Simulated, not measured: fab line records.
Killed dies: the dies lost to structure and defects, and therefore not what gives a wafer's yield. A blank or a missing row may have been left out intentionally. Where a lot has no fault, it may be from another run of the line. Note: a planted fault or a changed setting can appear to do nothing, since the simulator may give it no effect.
fab line records	flow nand-harc
record: lots: 6	wafers: 18	last-day: 23
route steps=1159 shown P_CONTACT@235 END@1159
lots that met no fault: from a run of the same line without faults
start-h: the number of hours between the record's first day and the start of the first shown wafer of the lot	wait-h: how many hours have passed since the lot's step before this one	" repeats the value in the row above	L1.1+2: one row covering several wafers at once	- no value present, or no start provided	* or withheld: withheld	< > ~ a bound
route shown NAME@n: NAME is a module with steps in the file, n the number in the route of the first one	usual: mean and standard deviation over wafers with no fault	same: alike in all rows	chamber/n: place in a boat	sites: the reading at each site	_std_site: how widely they spread, as a standard deviation	_edge_site: outer sites' mean less inner sites'	radius-mm: for every site, how far away it sits from the centre of the wafer	mask NAME#n: copy n	behind: the tool/chamber that last shaped the wafer	hold: what put the lot on hold/how long, in hours/how the hold closed	device: the transistor (n, p or np) that didn't switch	end of line: the route-end tests of the same wafers	a step without rows: its recipe alone	killed: the dies lost at the first sort to structure and to defects; this is not the yield of the wafer	map: shows each die of a wafer: x if killed, . if not, _ if none is there
set.NAME: the setting that was run; set.NAME@STEP: the one run at that earlier step	model.NAME: the simulator's own value behind a step, which no gauge read
lots at some steps of the route; a table a step, a row a wafer
services: when a tool's chamber went out of use (start-h, in hours from the record's first day, below 0 if earlier), for how many hours, and the reason
== steps ==
step: NHARC_P_CONTACT_DESCUM_17
recipe: time-s: 3	o2-flow-sccm: 200	ar-flow-sccm: 0	bias-power-w: 0	chemistry: O2
step: NHARC_P_CONTACT_ETCH_35
recipe: target-depth-a: 390	over-etch-frac: 0.3	time-s: 65	ion-energy-ev: 80	cf4-flow-sccm: 150	ar-flow-sccm: 0	rf-w: 300	bias-w: 100	chemistry: CF4
usual: drypump-motor-current-A: 5.9/0.55	mfc-ar-sccm: 0.003/0.0078	oes-product-au: 1.001/0.009	rf-vpp-V: 151.6/0.95	showerhead-plenum-p-Torr: 1.81/0.058	throttle-valve-pct: 13.284/0.0081
same: time-s: 65
lot.wafer	tool	chamber	start-h	wait-h	drypump-motor-current-A	mfc-ar-sccm	oes-product-au	rf-hours-counter-h	rf-vpp-V	showerhead-plenum-p-Torr	throttle-valve-pct
L879.1	rie-diel-08	1	111.56	0.1	6.3	0.032	1.008	16	152.7	1.83	13.286
L879.3	"	2	"	"	5.3	0.002	0.987	14	152.5	1.83	13.282
L879.4	"	3	"	"	6.0	0.004	0.987	14	152.1	1.87	13.283
L882.4	rie-diel-05	3	128.79	0.1	5.6	0	1.009	12	151.2	1.82	13.285
L882.1	"	0	"	"	6.2	0	0.988	12	151.2	1.83	13.295
L882.6	"	2	"	"	5.0	0	1.008	-	151.4	1.78	13.288
L884.3	rie-diel-08	0	147.52	0.1	5.3	0	0.988	1	151.7	1.82	13.291
L884.6	"	2	"	"	5.3	0.002	0.999	-	152.4	1.83	13.292
L884.5	"	3	"	"	6.0	0.004	1.011	-	152.5	1.87	13.286
L885.3	rie-diel-09	0	148.04	0.1	5.6	0	1.007	23	151.1	1.80	13.295
L885.4	"	1	"	"	6.2	0	1.004	25	149.7	1.71	13.288
L885.6	"	3	"	"	6.6	0	1.017	-	150.6	1.69	13.271
L897.3	rie-diel-05	1	218.45	0.1	6.6	0	1.007	4	154.3	1.88	13.288
L897.6	"	0	"	"	6.2	0	1.008	-	152.0	1.83	13.300
L897.5	"	1	"	"	6.6	0	1.001	-	153.0	1.88	13.284
L899.2	rie-diel-08	0	224.46	0.1	5.3	0	0.986	10	152.5	1.81	13.292
L899.6	"	3	"	"	6.0	0.004	0.996	-	151.4	1.86	13.291
L899.5	"	0	"	"	5.3	0	0.988	-	152.1	1.81	13.278
step: NHARC_P_CONTACT_ETCH_36
recipe: target-depth-a: 2600	over-etch-frac: 0.25	time-s: 406.25	ion-energy-ev: 200	n2-flow-sccm: 150	h2-flow-sccm: 150	ar-flow-sccm: 0	rf-w: 400	bias-w: 150	chemistry: N2/H2
usual: drypump-motor-current-A: 5.9/0.54	mfc-ar-sccm: 0.003/0.0078	oes-product-au: 1.002/0.0092	rf-vpp-V: 431.8/2.3	showerhead-plenum-p-Torr: 2.09/0.071	throttle-valve-pct: 14.172/0.0095
same: time-s: 406.25
lot.wafer	tool	chamber	start-h	wait-h	drypump-motor-current-A	mfc-ar-sccm	oes-product-au	rf-hours-counter-h	rf-vpp-V	showerhead-plenum-p-Torr	throttle-valve-pct
L879.4	rie-diel-08	3	-	-	6.1	0.004	1.004	14	436.1	2.17	14.180
L879.3	"	0	"	"	5.3	0	0.995	16	432.1	2.10	14.176
L879.1	"	1	"	"	6.3	0.032	1.012	16	432.4	2.11	14.163
L882.1	rie-diel-05	0	-	-	6.2	0	0.996	12	433.3	2.12	14.170
L882.4	"	1	"	"	6.6	0	1.005	12	433.3	2.18	14.172
L882.6	"	2	"	"	5.0	0	1.007	-	431.3	2.06	14.162
L884.3	rie-diel-08	0	-	-	5.3	0	0.991	1	431.9	2.10	14.150
L884.6	"	3	"	"	6.0	0.004	0.996	-	433.4	2.16	14.174
L884.5	"	0	"	"	5.3	0	0.988	-	432.4	2.10	14.170
L885.4	rie-diel-09	0	-	-	5.6	0	1.011	23	431.6	2.07	14.180
L885.3	"	1	"	"	6.2	0	1.019	25	428.4	1.97	14.179
L885.6	"	2	"	"	6.5	0	1.000	-	427.3	1.94	14.177
L897.3	rie-diel-05	3	-	-	5.6	0	1.007	4	431.3	2.10	14.177
L897.6	"	0	"	"	6.2	0	1.000	-	432.8	2.12	14.186
L897.5	"	1	"	"	6.6	0	0.994	-	434.5	2.18	14.178
L899.2	rie-diel-08	1	-	-	6.3	0.032	1.007	7	433.4	2.11	14.173
L899.5	"	2	"	"	5.3	0.002	0.999	-	432.9	2.11	14.169
L899.6	"	3	"	"	6.0	0.004	1.001	-	433.3	2.16	14.166
step: NHARC_P_CONTACT_ETCH_18
recipe: target-depth-a: 4810	time-s: 240.5	c4f8-flow-sccm: 20	o2-flow-sccm: 10	ar-flow-sccm: withheld	rf-w: 600	bias-w: 1500	chemistry: C4F8/O2/Ar
usual: oes-product-au: 0.958/0.017	rf-vpp-V: 981/4.5
same: time-s: 240.5
lot.wafer	tool	chamber	start-h	wait-h	oes-product-au	rf-hours-counter-h	rf-vpp-V
L879.4	rie-diel-08	0	-	-	0.963	16	982
L879.3	"	1	"	"	0.978	16	983
L879.1	"	2	"	"	0.945	14	984
L882.1	rie-diel-05	2	-	-	0.971	13	979
L882.4	"	3	"	"	0.963	12	983
L882.6	"	0	"	"	0.927	-	985
L884.3	rie-diel-08	0	-	-	0.957	1	982
L884.5	"	1	"	"	0.982	-	982
L884.6	"	2	"	"	0.972	-	983
L885.4	rie-diel-09	2	-	-	0.945	23	973
L885.3	"	3	"	"	0.953	22	971
L885.6	"	1	"	"	0.951	-	974
L897.3	rie-diel-05	2	-	-	0.984	3	979
L897.6	"	2	"	"	0.988	-	979
L897.5	"	3	"	"	0.966	-	983
L899.2	rie-diel-08	0	-	-	0.969	10	982
L899.6	"	0	"	"	0.976	-	982
L899.5	"	1	"	"	0.971	-	983
step: NHARC_P_CONTACT_STRIP_37
recipe: c4f8-flow-sccm: withheld	o2-flow-sccm: 8	ar-flow-sccm: withheld	bias-w: 0	chemistry: C4F8/O2/Ar
step: NHARC_P_CONTACT_ETCH_31
recipe: target-depth-a: 300	time-s: 85.7	ion-energy-ev: 120	over-etch-frac: 1	ch3f-flow-sccm: 50	o2-flow-sccm: 30	ar-flow-sccm: 200	rf-w: 500	bias-w: 100	chemistry: CH3F/O2
step: NHARC_P_CONTACT_CD_MEAS_19
usual: cd-nm: 89.1/2
lot.wafer	tool	chamber	start-h	wait-h	cd-nm
L879.1	cd-sem-02	-	112.33	-	89.6
L879.3	"	-	"	"	91.1
L879.4	"	-	"	"	92.6
L882.1	cd-sem-02	-	129.56	-	88.4
L882.4	"	-	"	"	92.8
L882.6	"	-	"	"	89.2
L884.3	cd-sem-03	-	148.30	-	90.5
L884.5	"	-	"	"	90.3
L884.6	"	-	"	"	91.3
L885.3	cd-sem-02	-	150.31	-	89.8
L885.4	"	-	"	"	90.9
L885.6	"	-	"	"	87.3
L897.3	cd-sem-01	-	219.23	-	88.6
L897.5	"	-	"	"	89.0
L897.6	"	-	"	"	85.5
L899.2	cd-sem-02	-	225.24	-	90.1
L899.5	"	-	"	"	86.9
L899.6	"	-	"	"	88.3
step: NHARC_P_CONTACT_STRIP_28
recipe: o2-flow-sccm: 500	ar-flow-sccm: 0	bias-w: 0	chemistry: O2
step: NHARC_P_CONTACT_STRIP_29
recipe: time-s: 1200	temp-c: 72.5	chemistry: post-etch-residue-remover
step: NHARC_P_CONTACT_DEGAS_38
recipe: temp-c: 300	time-s: 60
usual: heater-power-w: 494/58
same: time-s: 60
lot.wafer	tool	chamber	start-h	wait-h	heater-power-w
L879.4	pvd-sputter-02	-	113.05	-	463
L879.3	"	-	"	"	548
L879.1	"	-	"	"	534
L882.1	pvd-sputter-03	-	130.28	-	575
L882.4	"	-	"	"	537
L882.6	"	-	"	"	405
L884.3	pvd-sputter-01	-	149.02	-	439
L884.5	"	-	"	"	486
L884.6	"	-	"	"	498
L885.4	pvd-sputter-03	-	151.06	-	578
L885.3	"	-	"	"	539
L885.6	"	-	"	"	575
L897.3	pvd-sputter-01	-	219.95	-	480
L897.5	"	-	"	"	478
L897.6	"	-	"	"	414
L899.2	pvd-sputter-02	-	225.96	-	513
L899.5	"	-	"	"	541
L899.6	"	-	"	"	495
step: NHARC_P_CONTACT_PRE_CLEAN_39
recipe: time-s: 19.5	bias-v: 250	gas: Ar
step: NHARC_P_CONTACT_PVD_32
recipe: target-thk-a: 50	chamber-pressure-pa: 5	power-w: 5000	substrate-temp-c: 200	time-s: 17.7	material: Ti
usual: chamber-pressure-pa: 5.000/0.0094	substrate-temp-c: 200.01/0.16	throttle-valve-pct: 30.2/0.76
same: time-s: 17.7
lot.wafer	tool	chamber	start-h	wait-h	chamber-pressure-pa	substrate-temp-c	throttle-valve-pct
L879.3	pvd-sputter-02	-	-	-	5.000	199.98	29.5
L879.4	"	-	"	"	5.000	199.78	30.6
L879.1	"	-	"	"	4.989	199.94	30.6
L882.1	pvd-sputter-03	-	-	-	5.011	200.04	29.8
L882.4	"	-	"	"	4.997	200.39	30.4
L882.6	"	-	"	"	4.995	200.13	30.2
L884.3	pvd-sputter-01	-	-	-	4.988	200.19	29.1
L884.5	"	-	"	"	4.995	200.43	30.3
L884.6	"	-	"	"	4.998	199.81	29.5
L885.3	pvd-sputter-03	-	-	-	5.018	200.10	30.1
L885.4	"	-	"	"	5.001	200.08	29.9
L885.6	"	-	"	"	5.019	200.03	30.4
L897.3	pvd-sputter-01	-	-	-	5.005	200.02	30.0
L897.6	"	-	"	"	5.022	199.81	30.1
L897.5	"	-	"	"	4.989	200.04	29.5
L899.2	pvd-sputter-02	-	-	-	4.986	199.68	31.3
L899.5	"	-	"	"	5.001	200.10	30.6
L899.6	"	-	"	"	4.990	199.74	31.5
step: NHARC_P_CONTACT_ALD_22
recipe: target-thk-a: 30	pulse-time-s: 1	ald-cycles: 150	temp-c: 450	material: TiN
usual: ald-cycles: 150/0	heater-power-outer-w: 679/62	heater-power-w: 1065/79	precursor-pulse-height-rel: 1.001/0.019	pulse-time-s: 1/0
lot.wafer	tool	chamber	start-h	wait-h	ald-cycles	heater-power-outer-w	heater-power-w	precursor-pulse-height-rel	pulse-time-s	since-wet-clean-h
L879.4	ald-metal-01	2	113.33	-	150	697	1056	0.997	1	1
L879.1	"	3	"	"	150	660	1136	0.988	1	1
L879.3	"	0	"	"	150	727	1084	0.997	1	1
L882.4	ald-metal-04	3	130.57	-	150	599	1003	0.991	1	71
L882.1	"	1	"	"	150	601	985	0.997	1	71
L882.6	"	3	"	"	150	605	1027	1.017	1	-
L884.3	ald-metal-01	1	149.31	-	-	-	-	-	-	-
L884.5	"	2	"	"	-	-	-	-	-	-
L884.6	"	3	"	"	-	-	-	-	-	-
L885.4	ald-metal-02	2	151.31	-	-	-	-	-	-	-
L885.3	"	0	"	"	-	-	-	-	-	-
L885.6	"	1	"	"	-	-	-	-	-	-
L897.3	ald-metal-04	2	220.21	-	150	736	1126	0.991	1	160
L897.6	"	1	"	"	150	592	994	1.016	1	-
L897.5	"	2	"	"	150	737	1121	0.993	1	-
L899.2	ald-metal-01	2	226.25	-	150	692	1038	1.013	1	114
L899.5	"	3	"	"	150	694	1099	1.015	1	-
L899.6	"	0	"	"	150	713	1100	0.987	1	-
step: NHARC_P_CONTACT_CVD_23
recipe: target-thk-a: 2000	temp-c: 300	pressure-torr: 40	wf6-flow-sccm: 40	h2-flow-sccm: 1600	ar-flow-sccm: 1560	time-s: 557	material: W
step: NHARC_END_SORT_01
recipe: temp-c: 25
usual: killed-at-array: 27/8	killed-at-other: 0.8/1.2	killed-at-periphery: 3.3/2.3	killed-dies: 31/8.8	killed-open: 3.2/2.1	killed-short: 2.1/1.4
same: gross-dies: 677
lot.wafer	tool	chamber	start-h	wait-h	killed-at-array	killed-at-other	killed-at-periphery	killed-dies	killed-open	killed-short
L885.3	prober-01	0	485.00	3.1	27	0	582	609	6	3
L885.4	prober-01	0	485.79	3.4	28	3	571	602	3	3
L885.6	prober-01	0	487.37	4.0	39	1	564	604	7	1
L884.3	prober-02	0	485.04	3.1	22	0	581	603	2	0
L884.5	prober-02	0	486.64	3.7	19	0	578	597	4	1
L884.6	prober-02	0	487.44	4.0	28	0	569	597	2	0
L897.3	prober-02	0	551.60	3.1	21	1	7	29	1	2
L897.5	prober-02	0	553.18	3.7	44	0	4	48	8	2
L897.6	prober-02	0	553.97	3.9	24	0	11	35	2	3
killed by level:class
L885.3 P_CONTACT:area-ald=580 A_SLIT:chamber-film-flake=10 A_CHANNEL_HOLE_D1:chamber-film-flake=9 A_WL_FILL:geometric-particle:short=2 A_CONTACT:geometric-particle:open=2 P_GATE:geometric-particle:open=1 P_M0:geometric-particle:open=1 A_ONON_D1:geometric-particle:open=1
L884.3 P_CONTACT:area-ald=577 A_SLIT:chamber-film-flake=9 A_CONTACT:chamber-film-flake=4 A_STAIRCASE:chamber-film-flake=3 P_M1:chamber-film-flake=2 A_CHANNEL_HOLE_D1:chamber-film-flake=2 A_WL_FILL:chamber-film-flake=2 P_GATE:geometric-particle:open=1
L885.4 P_CONTACT:area-ald=569 A_CHANNEL_HOLE_D1:chamber-film-flake=15 A_SLIT:chamber-film-flake=5 THIN_TSV:chamber-film-flake=3 A_ONON_D1:geometric-particle:open=2 A_CHANNEL_FILL_D1:geometric-particle:short=1 A_CHANNEL_FILL_D1:geometric-particle:open=1 A_WL_FILL:geometric-particle:short=1
L884.5 P_CONTACT:area-ald=575 A_SLIT:chamber-film-flake=10 P_CONTACT:chamber-film-flake=2 A_CHANNEL_HOLE_D1:chamber-film-flake=2 P_CONTACT:geometric-particle:open=1 A_CHANNEL_FILL_D1:geometric-particle:short=1 A_SGD_CUT:geometric-particle:open=1 A_CONTACT:geometric-particle:open=1
L885.6 P_CONTACT:area-ald=561 A_CHANNEL_HOLE_D1:chamber-film-flake=15 A_SLIT:chamber-film-flake=13 P_GATE:geometric-particle:open=2 A_STAIRCASE:chamber-film-flake=2 A_ONON_D1:geometric-particle:short=1 A_ONON_D1:geometric-particle:open=1 A_CONTACT:geometric-particle:open=1
L884.6 P_CONTACT:area-ald=567 A_SLIT:chamber-film-flake=12 A_CONTACT:chamber-film-flake=5 A_CHANNEL_HOLE_D1:chamber-film-flake=4 A_SGD_CUT:chamber-film-flake=4 P_M1:chamber-film-flake=2 A_SOURCE_PLATE:geometric-particle:open=1 A_CONTACT:geometric-particle:open=1
L897.3 A_SLIT:chamber-film-flake=14 P_ZERO_WELL:chamber-film-flake=6 A_CHANNEL_HOLE_D1:chamber-film-flake=2 P_CONTACT:geometric-particle:open=1 A_CHANNEL_FILL_D1:geometric-particle:short=1 A_WL_FILL:geometric-particle:short=1 A_STAIRCASE:chamber-film-flake=1 A_CONTACT:chamber-film-flake=1
L897.5 A_SLIT:chamber-film-flake=16 A_CHANNEL_HOLE_D1:chamber-film-flake=12 A_CONTACT:geometric-particle:open=3 A_CONTACT:chamber-film-flake=3 P_ZERO_WELL:chamber-film-flake=2 A_STAIRCASE:chamber-film-flake=2 P_GATE:geometric-particle:open=1 A_ONON_D1:geometric-particle:short=1
L897.6 A_SLIT:chamber-film-flake=15 P_ZERO_WELL:chamber-film-flake=8 A_CHANNEL_HOLE_D1:chamber-film-flake=3 P_M0:geometric-particle:open=1 A_SGD_CUT:geometric-particle:short=1 A_WL_FILL:geometric-particle:short=1 A_CONTACT:geometric-particle:short=1 A_CONTACT:geometric-particle:open=1
map L884.3 (x killed, . not)
____________x____________
_________x.x...x_________
_______....xxxx..._______
______xxxx.xxxxxxx.______
_____xxx..xxxxxxxxx._____
____xx.xxxxx.xxxx.x.x____
____xxxxxxxxxxxxxxx..____
___xxxxxx.xxxxxxx.xx..___
___xxxx.xxxxxxxxxxxx.x___
__x.xxxxxxxxxxxxxx....x__
__..xxxxxxxxxxxxxxxx...__
_x.xxxxxxxxxxxxxxxxxxx.._
_..xxxxxxxxxxxxxxxxx.x.x_
_xxxxxxxxxxxxxxxxxxxxxx._
_xxxxxxxxxxxxxxxxxxxx..._
_xxxxxxxxxxxxxxxxxxxxxxx_
x.xxxxxxxxxxxxxxxxxxxxx.x
xxxxxxxxxxxxxxxxxxxx.xxx.
xxxxxxxxxxxxxxxxxxxxxx.xx
xxxxxxxxxxxxxxxxxxxxxxx..
xx.xxxxxxxxxxxxxxxxxxxxxx
_xxxxxxxxxxxxxxxxxxxxxx._
_xxxxxxxxxxxxxxxxxxxxxx._
_xxxxxxxxxxxxxxxxxxxxx.._
_..xxxxxxxxxxxxxxxxxxxxx_
_xxxxxxxxxxxxxxxxxxxxxxx_
__xxxxxxxxxxxxxxxxxxxx.__
__.xxxxxxxxxxxxxxxxxxx.__
___xxxxxxxxxxxxxxxxxx.___
___xxxxxxxxxxxxxxx.xxx___
____xxxxxxxxxxxxxxxxx____
____xxxxxxxxx.xxxxxxx____
_____xxx.xxxx.xxxxxx_____
______.xxxxxxxxxxxx______
_______xxxxxxxxxxx_______
_________xxx..xx_________
____________x____________
map L885.3 (x killed, . not)
____________x____________
_________xxxxxxx_________
_______xxxxxxxxxxx_______
______.x.xxxxxx.xxx______
_____xxxxxx.xxxxx.xx_____
____xxxxxxxxxxxxxxxxx____
____xxxxxxxxxxxxxxxxx____
___xxx.xxxxxxxxxxxxxxx___
___xxxxxxxxxxxxxxxxxxx___
__xxxxxxxxxxxxxxxxxxxxx__
__x.xxxxxxxxxxxxxxxxxxx__
_.xxxxxxxxxxxxxxxxxxxxxx_
_.xx.xxxxxxxxxxxxxxxxxxx_
_.xxxxxxxxxxxxxxxxxxxxxx_
_.x.xxxxxxxxxxxxxxxxxxxx_
_xxxx.xxxxxxxxxxxxxxxxxx_
..xxxxxxxxxxxxxxxxxxxxxxx
.xxx..xxxxxxxxxxxxxxxxxxx
x...xxxxxxxxxxxxxxxxxxxxx
..xxxxxxxxxxxxxxxxxxxxxxx
..xxxxxxxxxxxxxxxxxxxxxxx
_.xxxxxxxxxxxxxxxxxxxxxx_
_..xxxxxxxxxxxxxxxxxxxxx_
_x....xxxxxxxxxxxxxxxxxx_
_..x.xxxxxxxxxxxxxxxxxxx_
_x.xxxxxxxxxxxxxxxxxxxxx_
__..xx.xxxxxxxxxxxxxxxx__
__xxx..xxxxxxxxxxxxxxxx__
___.xxx.xxxxxxxxxxxxxx___
___xxxxxxxxxxxxxxxxxxx___
____xxxxxxxxxxxxxxxxx____
____..xxxxx.xxxxxx..x____
_____...xxxx..xxxx.x_____
______x.x.x.x.xxxx.______
_______..x..xx.xxx_______
_________x.x..xx_________
____________x____________
== services ==
tool	chamber	start-h	hours	kind
ald-metal-01	-	102.00	10.0	pm
pvd-sputter-03	-	102.00	10.0	pm
rie-diel-08	0	103.80	-	clean
rie-diel-08	1	103.80	-	clean
rie-diel-08	2	103.80	-	clean
pvd-sputter-01	-	111.30	1.9	repair
rie-diel-08	1	114.82	18.9	repair
rie-diel-08	3	117.65	13.6	repair
rie-diel-08	-	124.80	9.0	pm
ald-metal-04	-	127.44	0.7	repair
rie-diel-09	1	149.52	19.4	repair
rie-diel-08	-	153.17	1.4	repair
rie-diel-09	-	153.22	0.5	repair
rie-diel-09	0	157.09	9.5	repair
rie-diel-05	1	157.79	10.4	repair
pvd-sputter-01	-	158.04	10.0	pm
rie-diel-05	-	163.60	9.0	pm
rie-diel-09	-	166.73	0.5	repair
ald-metal-02	-	186.00	10.0	pm
rie-diel-08	1	195.41	13.8	repair
ald-metal-01	-	203.85	1.2	repair
pvd-sputter-02	-	214.00	10.0	pm
rie-diel-09	1	223.01	2.1	repair
ald-metal-02	-	225.30	1.3	repair
== key ==
first-sign: step: NHARC_P_CONTACT_ALD_22	reading: tool-record	direction: missing
effect: step: NHARC_END_SORT_01	reading: killed-at-periphery	direction: up	sigmas: 99+	usual: 3.3	struck: 574.2
more-kills-born-at: NHARC_P_CONTACT_ALD_22@ald-metal-01: 1719	NHARC_P_CONTACT_ALD_22@ald-metal-02: 1710
met-at NHARC_P_CONTACT_ALD_22
struck-wafers L884.3,L884.5,L884.6,L885.3,L885.4,L885.6
later-rows-left-out L884.3,L884.5,L884.6,L885.3,L885.4,L885.6
tester-left-out L884,L885
onset-between 113.33 149.31
fault: kind: skipped-step-whole	tool: ald-metal-01,ald-metal-02	chamber: -	onset-h: 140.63	steps: NHARC_P_CONTACT_ALD_22	scope: struck-lots-only
tester-left-out: of these lots the tester's yield and bins aren't shown, on N5 and GAA mostly nor the transistor test; their killed dies are dies lost to structure and defects alone, not to doping, threshold or leakage, so they don't give the yield
later-rows-left-out: the simulator's readings of these wafers behind a module that went badly wrong aren't trusted and aren't shown, but for the sort
